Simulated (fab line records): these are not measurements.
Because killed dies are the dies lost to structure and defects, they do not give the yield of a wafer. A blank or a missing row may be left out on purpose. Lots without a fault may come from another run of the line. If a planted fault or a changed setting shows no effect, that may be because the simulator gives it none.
Matching of chambers / flow n5-finfet / rie-diel-06 running N5_BEOL_M9_DESCUM_33: 4 sister chambers
The step chemistry O2, time 7 s. 4 wafers are shown with their chamber, then 7 later ones without.

EACH WAFER AND ITS CHAMBER
wafer=L753.2; chamber=1; showerhead-plenum-p-Torr (Torr)=2.22
wafer=L753.5; chamber=3; showerhead-plenum-p-Torr (Torr)=2.04
wafer=L754.1; chamber=0; showerhead-plenum-p-Torr (Torr)=2.01
wafer=L754.2; chamber=2; showerhead-plenum-p-Torr (Torr)=2.05

WAFERS MISSING THEIR CHAMBER
wafer=L754.3; showerhead-plenum-p-Torr (Torr)=2.22
wafer=L763.1; showerhead-plenum-p-Torr (Torr)=2.22
wafer=L763.2; showerhead-plenum-p-Torr (Torr)=2.03
wafer=L763.5; showerhead-plenum-p-Torr (Torr)=2.22
wafer=L764.2; showerhead-plenum-p-Torr (Torr)=2.01
wafer=L764.3; showerhead-plenum-p-Torr (Torr)=2.03
wafer=L764.4; showerhead-plenum-p-Torr (Torr)=2.05

EACH ONE'S CHAMBER
wafer=L754.3; from the rows above=1; in truth=1
wafer=L763.1; from the rows above=1; in truth=1
wafer=L763.2; from the rows above=can't be placed: 3 or 0 or 2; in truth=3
wafer=L763.5; from the rows above=1; in truth=1
wafer=L764.2; from the rows above=0; in truth=0
wafer=L764.3; from the rows above=can't be placed: 3 or 0 or 2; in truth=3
wafer=L764.4; from the rows above=can't be placed: 2 or 3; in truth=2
Correct placement for 4 of the 7. From these rows, 3 cannot be placed; in 3 the true chamber is one of the candidates. Number placed wrongly: 0.
How it was worked out, from the rows above alone: a wafer's distance from a chamber is the root of the sum, over the readings, of the square of ((its reading less the chamber's mean) divided by the reading's scatter). If the next closest chamber is less than 2 further off than the closest, the wafer can't be placed; otherwise it belongs to the closest. A chamber's mean is the mean of its shown wafers. The scatter: root of mean squared gap, hidden wafer to nearest shown wafer, with one shown wafer a chamber.
